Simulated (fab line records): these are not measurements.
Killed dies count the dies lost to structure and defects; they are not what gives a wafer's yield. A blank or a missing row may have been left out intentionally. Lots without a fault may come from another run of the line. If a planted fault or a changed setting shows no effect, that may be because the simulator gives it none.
Chamber matching	flow n5 finfet	N5_MOL_CONTACT_COAG_ALD_27 on ald sin-04: 4 sister chambers
The step deposits SiOC, target thk 17 nm, pulse time 1.5 s, time 2720 s. 8 wafers are shown with their chamber, then 10 later ones without.

## WAFERS, EACH WITH ITS CHAMBER
wafer	chamber	heater power w (W)	precursor pulse height rel
L079.4	1	868	0.999
L081.5	1	875	0.979
L083.5	3	876	0.998
L083.6	0	780	1.018
L086.2	3	855	0.969
L086.5	2	765	1.001
L088.2	0	768	1.011
L088.3	2	766	0.996

## WAFERS WITH NO CHAMBER GIVEN
wafer	heater power w (W)	precursor pulse height rel
L088.5	764	1.025
L092.2	762	0.970
L092.4	879	1.000
L092.6	752	0.996
L096.2	797	0.997
L096.3	781	0.966
L096.4	875	1.023
L097.1	856	1.027
L097.2	892	0.999
L097.6	868	0.985

## THE CHAMBER EACH PASSED THROUGH
wafer	from the rows above	in truth
L088.5	can't be placed: 0 or 2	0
L092.2	can't be placed: 2 or 0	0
L092.4	can't be placed: 1 or 3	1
L092.6	can't be placed: 2 or 0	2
L096.2	can't be placed: 0 or 2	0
L096.3	can't be placed: 2 or 0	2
L096.4	can't be placed: 1 or 3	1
L097.1	can't be placed: 1 or 3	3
L097.2	can't be placed: 1 or 3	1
L097.6	can't be placed: 3 or 1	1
Correct placement for 0 of the 10. Unplaceable from these rows: 10, with the true chamber sitting among the candidates in 10. Number placed wrongly: 0.
How it was worked out, from the rows above alone: a wafer's distance from a chamber is the root of the sum, over the readings, of the square of ((its reading less the chamber's mean) divided by the reading's scatter). If the next closest chamber is less than 2 further off than the closest, the wafer can't be placed; otherwise it belongs to the closest. The mean given for a chamber averages the wafers shown for that chamber. The scatter: take each reading less its chamber's mean, square it, sum over the shown wafers, divide by the number of wafers less the number of chambers, and take the root.
